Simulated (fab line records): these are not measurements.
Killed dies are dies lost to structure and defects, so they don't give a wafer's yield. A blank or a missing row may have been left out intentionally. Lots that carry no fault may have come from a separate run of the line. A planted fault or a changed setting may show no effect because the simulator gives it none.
A lot that was struck, set against a sound lot ; flow nand harc ; 37 out of 1302 route steps
Sound: these wafers, L934.2, L934.3, L934.5. Wafers L925.1, L925.3, L925.6 were the ones struck. Last of all comes the cause.
Order at every step that has rows: each side's tool, ch and its chambers, its first start. Under that, the readings that differ: sound wafers ; struck wafers ; difference of the means ; sigmas: that difference in standard deviations of wafers without a fault.
alike: a reading whose means differ by less than 2 such deviations, as well as words and numbers matching on both sides. not compared: withheld readings; readings where some wafer has no value; bounds like >300 that might hide an equal value; numbers whose values overlap and for which the record gives no deviation.
Wherever a step has rows on one side only, a row that says differs or no value, or a row with sigmas, the two part there. Numbers that don't overlap but have no deviation are shown without sigmas and don't part them. Lack of a reading on every wafer of one side parts them only where that side has two or more wafers.

first, 9 steps without rows for these wafers: NHARC_A_CHANNEL_HOLE_D1_DEP_00 (deposits aC, target thk 3100 nm); NHARC_A_CHANNEL_HOLE_D1_DEP_01 (deposits SiON, target thk 140 nm); NHARC_A_CHANNEL_HOLE_D1_DEHYDRATE_02 (time 120 s); NHARC_A_CHANNEL_HOLE_D1_HMDS_03 (time 30 s); NHARC_A_CHANNEL_HOLE_D1_COAT_36 (time 75 s); NHARC_A_CHANNEL_HOLE_D1_COAT_37 (time 65 s); NHARC_A_CHANNEL_HOLE_D1_COAT_04 (resist thk 90 nm); NHARC_A_CHANNEL_HOLE_D1_SOFTBAKE_05 (time 55 s); NHARC_A_CHANNEL_HOLE_D1_EBR_06.
NHARC_A_CHANNEL_HOLE_D1_EXPOSE_07: exposes mask HOLE D1, target cd 100 nm.
  sound on arfi scanner-03 ch 0, day 17 01:39; struck on arfi scanner-02 ch 0, day 13 08:17
reading;sound;struck;difference;sigmas
exposure dose mJ cm2;59.74 59.70 59.68;56.44 56.40 56.51;-3.26;-54
  alike: mask
then, 2 steps without rows for these wafers: NHARC_A_CHANNEL_HOLE_D1_PEB_08 (peb time 65 s); NHARC_A_CHANNEL_HOLE_D1_DEVELOP_09 (develop time 35 s).
NHARC_A_CHANNEL_HOLE_D1_CD_MEAS_10: the cd target is 100 nm.
  sound on cd sem-03 ch 0, day 17 01:47; struck on cd sem-02 ch 0, day 13 08:26
reading;sound;struck;difference;sigmas
cd nm (nm);99.5 99.9 99.6;96.9 96.8 97.2;-2.7;-6
NHARC_A_CHANNEL_HOLE_D1_DESCUM_15: chemistry O2, time 3 s.
  sound on rie diel-12 ch 0,3, day 17 01:58; struck on rie diel-05 ch 1,3, day 13 08:37
reading;sound;struck;difference;sigmas
model.A_CHANNEL_HOLE_D1.cd nm (nm);99.5 99.43 99.7;97.12 97.3 97.42;-2.26;
  alike: drypump motor current A, oes product au, rf vpp V, showerhead plenum p Torr, throttle valve pct
  not compared: rf hours counter h
then, 16 steps without rows for these wafers: NHARC_A_CHANNEL_HOLE_D1_ETCH_38 (etches the open film in CF4, target depth 39 nm, time 65 s); NHARC_A_CHANNEL_HOLE_D1_ETCH_39 (etches the open film in N2/H2, target depth 260 nm, time 325 s); NHARC_A_CHANNEL_HOLE_D1_ETCH_34 (etches the open film in CF4/CHF3, target depth 154 nm, time 77 s); NHARC_A_CHANNEL_HOLE_D1_ETCH_16 (etches the open film in O2/COS, target depth 3100 nm, time 806 s); NHARC_A_CHANNEL_HOLE_D1_ETCH_19 (etches the open film in C4F8/O2/Ar, time 34.5 s); NHARC_A_CHANNEL_HOLE_D1_ETCH_20 (etches the open film in C4F8/O2/Ar, time 361.9 s, target depth 1600 nm); NHARC_A_CHANNEL_HOLE_D1_ETCH_21 (etches the open film in C4F8/O2/Ar, time 514.3 s, target depth 1600 nm); NHARC_A_CHANNEL_HOLE_D1_ETCH_22 (etches the open film in C4F8/O2/Ar, time 666.7 s, target depth 1600 nm); NHARC_A_CHANNEL_HOLE_D1_ETCH_23 (etches the open film in C4F8/O2/Ar, time 819 s, target depth 1600 nm); NHARC_A_CHANNEL_HOLE_D1_ETCH_24 (etches the open film in C4F8/O2/Ar, time 906.2 s, target depth 1500 nm); NHARC_A_CHANNEL_HOLE_D1_ETCH_25 (etches the open film in C4F8/O2/Ar, time 1040.2 s, target depth 1500 nm); NHARC_A_CHANNEL_HOLE_D1_ETCH_26 (etches the open film in C4F8/O2/Ar, time 224.1 s, target depth 300 nm); NHARC_A_CHANNEL_HOLE_D1_ETCH_33 (etches the open film in C4F8/O2/Ar, time 90 s, target depth 400 nm); NHARC_A_CHANNEL_HOLE_D1_STRIP_41 (strips in N2/H2); NHARC_A_CHANNEL_HOLE_D1_STRIP_42 (strips in CF4/CHF3); NHARC_A_CHANNEL_HOLE_D1_STRIP_43 (strips in O2/COS).
NHARC_A_CHANNEL_HOLE_D1_ETCH_44: etches the open film in CF4/O2, target depth 140 nm, overetch 14 nm, time 77 s.
  sound on rie diel-12 ch 0,3, day 17 14:49; struck on rie diel-12 ch 0,2,3, day 13 14:33
reading;sound;struck;difference;sigmas
model.A_CHANNEL_HOLE_D1.cd nm (nm);89.18 90.17 88.21;87.99 85.79 86.99;-2.26;
  alike: drypump motor current A, oes product au, rf vpp V, showerhead plenum p Torr, throttle valve pct
  not compared: rf hours counter h
then, 3 steps without rows for these wafers: NHARC_A_CHANNEL_HOLE_D1_STRIP_27 (strips in O2); NHARC_A_CHANNEL_HOLE_D1_PRECLEAN_28 (cleans in SC1); NHARC_A_CHANNEL_HOLE_D1_SRD_29.
NHARC_A_CHANNEL_HOLE_D1_CD_MEAS_30:
  sound on cd sem-03, day 17 15:44; struck on cd sem-03, day 13 15:20
reading;sound;struck;difference;sigmas
cd nm (nm);89.2 90.2 88.6;87.6 85.3 87.4;-2.6;-2
NHARC_A_CHANNEL_HOLE_D1_XSEM_31:
  sound on xsem-01 ch 0, day 17 15:49; struck on xsem-02 ch 0, day 13 15:25
reading;sound;struck;difference;sigmas
bot cd nm (nm);74.5 75.8 73.9;71.9 69.5 70.7;-4.0;-3
  alike: bow nm, tilt deg
after that, 1 step had no rows for these wafers: NHARC_END_SORT_01.

## WHERE THEY PART
At NHARC_A_CHANNEL_HOLE_D1_EXPOSE_07 first; at NHARC_A_CHANNEL_HOLE_D1_XSEM_31 last (within this record only).

WHY: what had been put in by the simulator
Process parameters drifting: arfi scanner-02 at NHARC_A_CHANNEL_HOLE_D1_EXPOSE_07, beginning at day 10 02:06. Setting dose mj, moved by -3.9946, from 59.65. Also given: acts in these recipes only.
